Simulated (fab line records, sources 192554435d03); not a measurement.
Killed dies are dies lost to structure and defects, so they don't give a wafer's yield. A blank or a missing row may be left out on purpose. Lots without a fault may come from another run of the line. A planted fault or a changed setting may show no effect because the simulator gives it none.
Chamber matching | flow n5_finfet | N5_BEOL_M0_SAQP_PECVD_03 on pecvd-02: 3 sister chambers
The step deposits SiCN from 3MS/NH3, target thk 12 nm, time 21.1 s. 22 wafers are shown with their chamber, then 11 later ones without.

WAFERS WITH THEIR CHAMBER
wafer  | chamber | throttle_valve_pct (%) | showerhead_plenum_p_Torr (Torr) | chamber_pressure_Torr (Torr)
L076.2 | 2       | 8.1                    | 3.654                           | 2.997
L076.4 | 2       | 8.3                    | 3.657                           | 2.995
L076.6 | 0       | 8.8                    | 3.667                           | 3.003
L077.2 | 1       | 9.2                    | 3.672                           | 3.007
L077.3 | 0       | 8.5                    | 3.665                           | 2.989
L077.5 | 1       | 9.4                    | 3.665                           | 3.001
L078.2 | 1       | 9.3                    | 3.675                           | 3.005
L078.4 | 2       | 8.2                    | 3.654                           | 2.998
L078.5 | 0       | 8.5                    | 3.664                           | 3.009
L084.1 | 0       | 8.8                    | 3.666                           | 3.007
L084.4 | 2       | 8.4                    | 3.646                           | 2.990
L084.5 | 0       | 8.7                    | 3.679                           | 3.006
L085.2 | 2       | 8.2                    | 3.644                           | 2.993
L085.3 | 1       | 9.2                    | 3.665                           | 3.003
L085.4 | 2       | 8.6                    | 3.656                           | 2.997
L089.1 | 0       | 8.5                    | 3.658                           | 2.995
L089.2 | 2       | 8.6                    | 3.647                           | 3.000
L089.4 | 1       | 9.1                    | 3.667                           | 3.002
L092.2 | 1       | 9.5                    | 3.675                           | 3.011
L092.3 | 0       | 8.9                    | 3.662                           | 2.998
L092.5 | 0       | 8.6                    | 3.656                           | 3.001
L093.2 | 0       | 8.7                    | 3.664                           | 2.997

SIGNATURES (means of the wafers above)
reading                  | chamber 0 | chamber 1 | chamber 2 | scatter within a chamber
throttle_valve_pct       | 8.667     | 9.283     | 8.343     | 0.166
showerhead_plenum_p_Torr | 3.66456   | 3.66983   | 3.65114   | 0.00572
chamber_pressure_Torr    | 3.00056   | 3.00483   | 2.99571   | 0.00497
Rule: a wafer's distance from a chamber is the root of the sum, over the readings, of the square of ((its reading less the chamber's mean) divided by the reading's scatter). The wafer belongs to the nearest chamber; if the next one is less than 2 further off, it can't be placed. The scatter: the root of (the sum of the squares of (reading less its chamber's mean) over the shown wafers, divided by (wafers less chambers)).

WAFERS WITHOUT THEIR CHAMBER
wafer  | throttle_valve_pct (%) | showerhead_plenum_p_Torr (Torr) | chamber_pressure_Torr (Torr)
L093.3 | 8.6                    | 3.648                           | 3.004
L093.6 | 8.7                    | 3.666                           | 3.004
L094.2 | 8.4                    | 3.668                           | 3.006
L094.3 | 8.2                    | 3.652                           | 3.006
L094.4 | 9.5                    | 3.671                           | 3.004
L095.1 | 8.4                    | 3.660                           | 2.991
L095.2 | 8.4                    | 3.650                           | 3.002
L095.6 | 8.4                    | 3.649                           | 3.002
L096.1 | 8.6                    | 3.656                           | 3.003
L096.2 | 8.3                    | 3.654                           | 2.990
L096.5 | 8.3                    | 3.641                           | 3.001

WHICH CHAMBER EACH WENT THROUGH
wafer  | from the rows above     | in truth
L093.3 | can't be placed: 2 or 0 | 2
L093.6 | 0                       | 0
L094.2 | can't be placed: 0 or 2 | 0
L094.3 | can't be placed: 2 or 0 | 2
L094.4 | 1                       | 1
L095.1 | can't be placed: 2 or 0 | 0
L095.2 | can't be placed: 2 or 0 | 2
L095.6 | can't be placed: 2 or 0 | 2
L096.1 | can't be placed: 0 or 2 | 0
L096.2 | 2                       | 2
L096.5 | 2                       | 2
Placed correctly: 4 of 11. Can't be placed from these rows: 7 (the true chamber is among the candidates in 7). Placed wrongly: 0.
